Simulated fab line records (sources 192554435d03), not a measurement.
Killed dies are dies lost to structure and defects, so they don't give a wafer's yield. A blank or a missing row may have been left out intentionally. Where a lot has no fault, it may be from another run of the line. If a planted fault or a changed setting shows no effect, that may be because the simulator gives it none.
Matching of chambers | flow n5-finfet | N5_BEOL_M7_ETCH_72 on rie-diel-04 has 4 sister chambers
The step etches underlayer in N2/H2, target depth 6.5 nm, time 5.2 s. 4 wafers are shown with their chamber, then 7 later ones without.

== WAFERS PAIRED WITH THEIR CHAMBERS ==
wafer  | chamber | showerhead-plenum-p-Torr (Torr)
L078.3 | 2       | 2.42
L084.6 | 3       | 2.50
L088.1 | 0       | 2.62
L088.4 | 1       | 2.58

== WAFERS MISSING THEIR CHAMBER ==
wafer  | showerhead-plenum-p-Torr (Torr)
L088.5 | 2.62
L090.2 | 2.61
L090.3 | 2.57
L090.6 | 2.49
L091.4 | 2.57
L091.5 | 2.49
L091.6 | 2.61

== WHICH CHAMBER EACH ONE RAN IN ==
wafer  | from the rows above | in truth
L088.5 | 0                   | 0
L090.2 | 0                   | 0
L090.3 | 1                   | 1
L090.6 | 3                   | 3
L091.4 | 1                   | 1
L091.5 | 3                   | 3
L091.6 | 0                   | 0
7 of 7 placed correctly. Left unplaced by these rows: 0. Placed wrongly: 0.
How it was worked out, from the rows above alone: a wafer's distance from a chamber is the root of the sum, over the readings, of the square of ((its reading less the chamber's mean) divided by the reading's scatter). The wafer belongs to the nearest chamber; if the next one is less than 2 further off, it can't be placed. For every chamber, the mean is computed from those of its wafers that are shown. The scatter (one wafer shown for each chamber): square how far every hidden wafer sits from the nearest shown wafer, average those squares and take the square root.
